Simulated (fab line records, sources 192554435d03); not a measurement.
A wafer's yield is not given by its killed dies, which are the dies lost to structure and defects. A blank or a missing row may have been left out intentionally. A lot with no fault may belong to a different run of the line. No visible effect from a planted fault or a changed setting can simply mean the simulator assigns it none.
Code-filled problem report in 8D (eight disciplines) form	flow n5 finfet	the parts of the form that need people (team, actions taken, sign-off) are left out

## 1. PROBLEM STATEMENT
Across 4 wafers from 2 lots, HK_THK at N5_HKMG_FIN_THK_MEAS_70 averages 1.833 nm, while fault-free wafers read 1.570 nm with a standard deviation of 0.017. That puts it +15 standard deviations away from the usual mean.
The step: measures by xrf.
Seen first at day 7 05:40 on film metro-02, wafer L619.1. At this step, 30 wafers from 10 lots have a number in the record. Rule for "out", or "out of limits": more than 4 standard deviations from the usual mean. The other wafers with a number count as sound.

## 2. WHAT IT IS, WHAT IT ISN'T
question	is	is not
which readings at this step	HK_THK	-
which lots	L619, L622	L608, L609, L610, L611, L613, L624, L625, L626
which wafers of those lots	L619.1, L619.3, L619.6, L622.3	L622.2, L622.5
read on which gauges	film metro-02	film metro-01
when	from day 7 05:40	up to then (15 sound wafers); but 11 sound wafers of L622, L624, L625, L626 came after

## 3. THE SUSPECTS, EACH WITH WHAT RULES IT OUT
Counting: any tool at a process step up to the reading remains a suspect provided it ran every lot that is out. Sound lots after the first of them don't rule it out here, since some wafers of a struck lot are sound.
- the gauge at N5_HKMG_FIN_THK_MEAS_70: kept. All the wafers that are out were read on film metro-02, and no step on other tools shows them out.
- rie si-02 at N5_SDB_CUT_ETCH_26 (etches Si in HBr/Cl2/O2, target depth 129.6 nm, bt time 20 s, time 51.8 s): kept. Every lot that is out went through it, the first being L619 (day 6 22:16); the last sound lot it ran before that was L610 (day 4 17:43).
- ald hk-02 at N5_HKMG_FIN_HK_ALD_01 (deposits HfO2, target thk 1.6 nm, pulse time 3 s, purge time 3 s): kept. Every lot that is out went through it, the first being L619 (day 7 02:12); the last sound lot it ran before that was L613 (day 5 13:26).
After the count, these remain: rie si-02 at N5_SDB_CUT_ETCH_26, ald hk-02 at N5_HKMG_FIN_HK_ALD_01 and film metro-02 at N5_HKMG_FIN_THK_MEAS_70.

## 4. THE CAUSE (what the simulator had put in)
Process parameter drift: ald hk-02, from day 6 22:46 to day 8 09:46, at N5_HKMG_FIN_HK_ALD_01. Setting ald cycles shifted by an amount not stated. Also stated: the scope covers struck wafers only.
Of the 3 suspects that counting leaves, this tool is one.

## 5. THE CHAIN OF EFFECTS, in route order
Each row: a reading where the mean over the struck wafers with a number is more than 3 standard deviations away from the usual. Readings are gone through only where the record gives a usual standard deviation; hours: the median, over the lots, of the time from a lot's start at the first step in this table giving one to that lot's start at this step; sigmas: the change measured in usual standard deviations.
hours	step	reading	usual	on struck wafers	change	sigmas
0	N5_HKMG_FIN_THK_MEAS_70	HK_THK	1.570 nm	1.833	+0.263	+15

## 6. HOW IT WOULD HAVE BEEN CAUGHT EARLIER
The first out-of-limits reading at a measuring or inspecting step in this record came at day 7 05:40, 7 hours after the fault's start at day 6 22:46.
Of the tool readings at N5_HKMG_FIN_HK_ALD_01 for which the record gives a usual standard deviation, none was out on any struck wafer, so an alarm limit of 4 standard deviations on them would not have fired.
Of the lots that are out (2), L622 began N5_HKMG_FIN_HK_ALD_01 on ald hk-02 after day 7 05:40. Putting the tool on hold at that point would have spared it.
